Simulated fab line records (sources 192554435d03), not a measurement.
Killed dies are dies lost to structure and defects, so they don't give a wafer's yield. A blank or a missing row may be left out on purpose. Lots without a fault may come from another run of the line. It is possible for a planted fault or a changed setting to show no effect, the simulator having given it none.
Which of the tools did it? + flow n5 finfet + 22 lots, 66 wafers sampled, at 3 steps of a route of 1938

## WHAT THE GAUGES SHOWED, per wafer
N5_ZERO_LAYER_CD_MEAS_11 targets a cd of 2000 nm. Usual: cd nm reads 2000.2 nm (standard deviation 1.5).
| lot  | measured    | on        | cd nm (nm)           | flag |
|------|-------------|-----------|----------------------|------|
| L074 | day 1 12:46 | cd sem-03 | 1999.5 2000.2 1999.4 |      |
| L075 | day 1 18:38 | cd sem-01 | 1999.3 2000.9 2001.7 |      |
| L076 | day 2 00:50 | cd sem-01 | 2002.0 2002.9 2000.9 |      |
| L077 | day 2 06:38 | cd sem-01 | 2001.0 2001.2 2000.4 |      |
| L078 | day 2 12:39 | cd sem-01 | 2000.4 2003.3 2001.1 |      |
| L079 | day 2 18:46 | cd sem-02 | 2000.6 2002.5 2003.1 |      |
| L080 | day 3 00:39 | cd sem-03 | 2000.0 1997.8 1997.0 |      |
| L081 | day 3 06:38 | cd sem-02 | 1999.7 2000.9 1996.8 |      |
| L082 | day 3 12:40 | cd sem-01 | 2001.0 1999.4 2000.4 |      |
| L083 | day 3 19:29 | cd sem-01 | 2001.8 1998.9 2002.2 |      |
| L084 | day 4 00:46 | cd sem-02 | 1999.8 1999.6 2000.2 |      |
| L085 | day 4 06:46 | cd sem-03 | 1999.8 1999.4 1999.8 |      |
| L086 | day 4 12:40 | cd sem-03 | 2000.2 1999.6 1999.7 |      |
| L087 | day 4 18:59 | cd sem-03 | 2000.5 2003.5 2000.4 |      |
| L089 | day 5 06:46 | cd sem-01 | 2000.8 2000.5 1999.2 |      |
| L090 | day 5 12:46 | cd sem-01 | 1999.5 1998.4 1999.2 |      |
| L091 | day 5 18:38 | cd sem-02 | 1998.6 2000.2 2000.7 |      |
| L092 | day 6 00:38 | cd sem-01 | 2000.4 1998.9 2001.0 |      |
| L093 | day 6 06:46 | cd sem-01 | 1998.7 1998.7 2000.0 |      |
| L094 | day 6 12:46 | cd sem-02 | 1997.9 1998.9 1998.6 |      |
| L095 | day 6 18:47 | cd sem-03 | 1998.4 1999.2 1999.4 |      |
| L096 | day 7 00:47 | cd sem-01 | 2000.9 1999.1 2000.0 |      |

N5_WELL_APT_INSPECT_38: inspects for defects (darkfield). Usual: raw defect count reads 12 (standard deviation 4.8).
| lot  | measured    | on                | raw defect count | flag |
|------|-------------|-------------------|------------------|------|
| L074 | day 1 17:24 | defect inspect-01 | 10 12 13         |      |
| L075 | day 1 22:59 | defect inspect-01 | 7 12 7           |      |
| L076 | day 2 04:48 | defect inspect-01 | 9 14 7           |      |
| L077 | day 2 10:57 | defect inspect-01 | 10 12 14         |      |
| L078 | day 2 17:17 | defect inspect-01 | 10 5 11          |      |
| L079 | day 2 23:20 | defect inspect-02 | 10 7 6           |      |
| L080 | day 3 04:38 | defect inspect-01 | 15 11 22         |      |
| L081 | day 3 10:54 | defect inspect-02 | 7 23 15          |      |
| L082 | day 3 16:49 | defect inspect-02 | 17 21 18         |      |
| L083 | day 3 23:58 | defect inspect-01 | 14 13 14         |      |
| L084 | day 4 04:57 | defect inspect-01 | 9 4 16           |      |
| L085 | day 4 11:11 | defect inspect-01 | 7 13 16          |      |
| L086 | day 4 17:01 | defect inspect-01 | 10 10 8          |      |
| L087 | day 4 23:05 | defect inspect-01 | 8 21 22          |      |
| L089 | day 5 11:14 | defect inspect-02 | 11 10 8          |      |
| L090 | day 5 17:15 | defect inspect-01 | 21 14 17         |      |
| L091 | day 5 22:33 | defect inspect-02 | 15 12 13         |      |
| L092 | day 6 05:50 | defect inspect-01 | 10 16 12         |      |
| L093 | day 6 11:20 | defect inspect-02 | 12 11 8          |      |
| L094 | day 6 17:46 | defect inspect-01 | 23 11 12         |      |
| L095 | day 7 00:11 | defect inspect-02 | 8 8 12           |      |
| L096 | day 7 05:23 | defect inspect-01 | 11 6 4           |      |

N5_FIN_SAQP_THK_MEAS_07. Usual: thk nm reads 60.0 nm (standard deviation 0.75).
| lot  | measured    | on            | thk nm (nm)    | flag |
|------|-------------|---------------|----------------|------|
| L074 | day 1 21:59 | film metro-01 | 58.4 59.5 59.3 |      |
| L075 | day 2 03:35 | film metro-02 | 61.3 61.0 60.4 |      |
| L076 | day 2 09:46 | film metro-02 | 60.4 61.3 61.6 |      |
| L077 | day 2 15:55 | film metro-01 | 58.9 58.9 60.2 |      |
| L078 | day 2 21:46 | film metro-01 | 58.9 59.2 59.8 |      |
| L079 | day 3 04:32 | film metro-01 | 60.3 60.6 60.8 |      |
| L080 | day 3 09:08 | film metro-01 | 58.7 59.5 60.1 |      |
| L081 | day 3 15:25 | film metro-02 | 58.9 59.5 60.6 |      |
| L082 | day 3 21:11 | film metro-02 | 58.7 59.9 59.9 |      |
| L083 | day 4 04:59 | film metro-02 | 59.5 59.9 60.2 |      |
| L084 | day 4 09:42 | film metro-01 | 60.4 58.7 61.1 |      |
| L085 | day 4 15:57 | film metro-01 | 60.2 61.2 59.8 |      |
| L086 | day 4 21:52 | film metro-01 | 59.2 59.9 61.1 |      |
| L087 | day 5 04:08 | film metro-02 | 60.4 60.1 60.2 |      |
| L089 | day 5 16:24 | film metro-02 | 58.7 60.2 60.9 |      |
| L090 | day 5 22:00 | film metro-02 | 60.4 59.8 60.9 |      |
| L091 | day 6 02:40 | film metro-02 | 59.4 59.0 59.8 |      |
| L092 | day 6 11:41 | film metro-02 | 58.7 58.7 58.7 |      |
| L093 | day 6 16:38 | film metro-01 | 59.6 59.9 61.4 |      |
| L094 | day 6 23:10 | film metro-02 | 60.0 60.3 60.5 |      |
| L095 | day 7 05:41 | film metro-01 | 59.7 59.3 60.0 |      |
| L096 | day 7 10:46 | film metro-02 | 60.3 61.3 60.6 |      |

## EACH LOT AND THE TOOL THAT RAN IT (in order: tool; ch and the chambers of the sampled wafers; start)
The record shows no process step preceding these readings.

## AS READ BY THE TOOLS THEMSELVES (means over the sampled wafers that have a number; for cases with no such wafer, the mark the record gives instead)
The record holds no such reading with a usual standard deviation.

## THE ANSWER, worked out from the rows above alone
Rule: lot off if the mean of its wafers having a number is beyond 3 standard deviations from the usual mean. Also off: a lot with no number at a reading for which 4 or more lots have one. Any other lot the step has rows for is counted as sound. First the gauges in route order, then the tools' own readings, where a lot's mean is used as printed above. The first step at which some lot is off is used, and at that step the reading that is off furthest; a lot without a number counts as furthest.
Nothing can be told from this: no lot is off at any reading shown.

## WHAT THE SIMULATOR PUT IN
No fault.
